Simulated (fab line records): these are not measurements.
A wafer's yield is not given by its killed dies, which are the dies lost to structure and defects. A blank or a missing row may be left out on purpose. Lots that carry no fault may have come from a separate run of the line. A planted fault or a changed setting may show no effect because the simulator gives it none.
Comparing a struck lot with a sound one + flow nandHarc + 39 steps out of a route of 1159
Sound: these wafers, L819.2, L819.3, L819.5. Struck: wafer L834.1. (L834.2, L834.5 of the same lot were not struck and are left out.) The cause comes at the end.
At each step with rows: each side's tool, then ch and its chambers, then its first start. Under that, the readings that differ: sound wafers + struck wafers + difference of the means + sigmas: that difference in standard deviations of wafers without a fault.
alike: words and numbers the same on both sides, and readings whose means are apart by under 2 such deviations; not compared: readings that were withheld, readings missing a value for some wafer, numbers with overlapping values and no deviation given by the record, and bounds like >300 which may hide the same value.
A row with sigmas, a row that says differs or no value, or rows on one side alone: a step with any of these is where the two part. Numbers that don't overlap but have no deviation are shown without sigmas and don't part them. A reading that every wafer of one side lacks parts them only if that side has two wafers or more.

first, 2 steps without rows for these wafers: NHARC_A_WL_FILL_SRD_14; NHARC_A_WL_FILL_ALD_19 (deposits TiN, target thk 2 nm, pulse time 3 s, ald cycles 100).
NHARC_A_WL_FILL_CVD_20: deposits W, target thk 75 nm, time 5064 s.
  sound on cvdW-02 ch 0,1; struck on cvdW-02 ch 0
  alike: heaterPowerW, throttleValvePct
then, 2 steps without rows for these wafers: NHARC_A_WL_FILL_CMP_12 (polishes, t overpolish 30 s, target thk 75 nm); NHARC_A_WL_FILL_SRD_31.
NHARC_A_WL_FILL_INSPECT_15:
  struck on defectInspect-01, day 20 10:43; sound on defectInspect-02, day 16 17:53
  alike: rawDefectCount
then, 2 steps without rows for these wafers: NHARC_A_CONTACT_DEP_24 (deposits SiO2, target thk 500 nm); NHARC_A_CONTACT_DEP_28 (deposits aC, target thk 3600 nm).
NHARC_A_CONTACT_DEP_29: deposits SiON, target thk 70 nm.
  sound on pecvd-02 ch 1,2, day 16 21:34; struck on pecvd-02 ch 1, day 20 15:07
  alike: heaterPowerW
then, 10 steps without rows for these wafers: NHARC_A_CONTACT_DEHYDRATE_32 (time 120 s); NHARC_A_CONTACT_HMDS_33 (time 30 s); NHARC_A_CONTACT_COAT_34 (time 75 s); NHARC_A_CONTACT_COAT_35 (time 65 s); NHARC_A_CONTACT_COAT_36 (resist thk 90 nm); NHARC_A_CONTACT_SOFTBAKE_37 (time 55 s); NHARC_A_CONTACT_EBR_38; NHARC_A_CONTACT_EXPOSE_39 (exposes mask A CC 3); NHARC_A_CONTACT_PEB_40 (peb time 65 s); NHARC_A_CONTACT_DEVELOP_41 (develop time 35 s).
NHARC_A_CONTACT_CD_MEAS_42 targets a cd of 200 nm.
  sound on cdSem-03 ch 0, day 16 22:10; struck on cdSem-03 ch 0, day 20 15:43
| reading   | sound             | struck | difference | sigmas |
|-----------|-------------------|--------|------------|--------|
| cdNm (nm) | 200.1 201.0 200.5 | 201.8  | +1.3       | +2     |
NHARC_A_CONTACT_OVL_MEAS_43:
  struck on overlay-01, day 20 15:49; sound on overlay-02, day 16 22:15
  alike: overlayXNm, overlayYNm
NHARC_A_CONTACT_INSPECT_44:
  struck on defectInspect-01, day 20 15:51; sound on defectInspect-01, day 16 22:18
  alike: rawDefectCount
then, 3 steps without rows for these wafers: NHARC_A_CONTACT_DESCUM_47 (chemistry O2, time 3 s); NHARC_A_CONTACT_ETCH_48 (etches the open film in CF4, target depth 39 nm, time 65 s); NHARC_A_CONTACT_ETCH_49 (etches the open film in N2/H2, target depth 260 nm, time 475.3 s).
NHARC_A_CONTACT_ETCH_50: etches the open film in CF4/CHF3, target depth 84.7 nm, time 42.4 s.
  sound on rieDiel-05 ch 1,2; struck on rieDiel-05 ch 1
  alike: chf3FlowSccm, drypumpMotorCurrentA, oesProductAu, rfVppV, showerheadPlenumPTorr, throttleValvePct
  not compared: rfHoursCounterH
then, 1 step without rows for these wafers: NHARC_A_CONTACT_ETCH_51 (etches the open film in O2/COS, target depth 3600 nm, time 936 s).
NHARC_A_CONTACT_ETCH_111: etches the open film in C4F8/O2/Ar, time 140 s, target depth 700 nm.
  sound on harCapEtch-03 ch 0,1, day 16 23:55; struck on harCapEtch-03 ch 0, day 20 17:38
  alike: oesAirLineAu
  not compared: rfHoursCounterH
then, 7 steps without rows for these wafers: NHARC_A_CONTACT_ETCH_112 (etches the open film in C4F8/O2/Ar, time 94 s, target depth 922 nm); NHARC_A_CONTACT_ETCH_113 (etches the open film in C4F8/O2/Ar, time 94 s, target depth 922 nm); NHARC_A_CONTACT_ETCH_114 (etches the open film in C4F8/O2/Ar, time 94 s, target depth 922 nm); NHARC_A_CONTACT_ETCH_115 (etches the open film in C4F8/O2/Ar, time 94 s, target depth 922 nm); NHARC_A_CONTACT_ETCH_116 (etches the open film in C4F8/O2/Ar, time 94 s, target depth 922 nm); NHARC_A_CONTACT_ETCH_117 (etches the open film in C4F8/O2/Ar, time 94 s, target depth 922 nm); NHARC_A_CONTACT_ETCH_118 (etches the open film in C4F8/O2/Ar, time 94 s, target depth 922 nm).
NHARC_A_CONTACT_ETCH_119: etches the open film in C4F8/O2/Ar, time 94 s, target depth 922 nm.
  sound on harCapEtch-03 ch 0,1, day 17 01:01; struck on harCapEtch-03 ch 0, day 20 18:46
  alike: oesAirLineAu
  not compared: rfHoursCounterH
then, 1 step without rows for these wafers: NHARC_A_CONTACT_ETCH_120 (etches the open film in C4F8/O2/Ar, time 94 s, target depth 922 nm).
NHARC_A_CONTACT_ETCH_121: etches the open film in C4F8/O2/Ar, time 94 s, target depth 922 nm.
  sound on harCapEtch-03 ch 0,1, day 17 01:15; struck on harCapEtch-03 ch 0, day 20 19:00
| reading             | sound             | struck | difference | sigmas |
|---------------------|-------------------|--------|------------|--------|
| oesAirLineAu (a.u.) | 1.008 0.969 0.998 | 1.036  | +0.044     | +2     |
  not compared: rfHoursCounterH
-- break in the record here, with 3 days between the starts of the struck wafers on either side (left off in module A_CONTACT, picked up again in module END, where the first step shown is number 1159 on the route) --
NHARC_END_SORT_01:
  at this point the record logs the struck wafers (prober-02 ch 0, day 24 03:37) and has no rows for the sound ones

## WHERE THEY PART
At NHARC_A_CONTACT_CD_MEAS_42 first; at NHARC_END_SORT_01 last (within this record only).

WHY: whatever the simulator had introduced
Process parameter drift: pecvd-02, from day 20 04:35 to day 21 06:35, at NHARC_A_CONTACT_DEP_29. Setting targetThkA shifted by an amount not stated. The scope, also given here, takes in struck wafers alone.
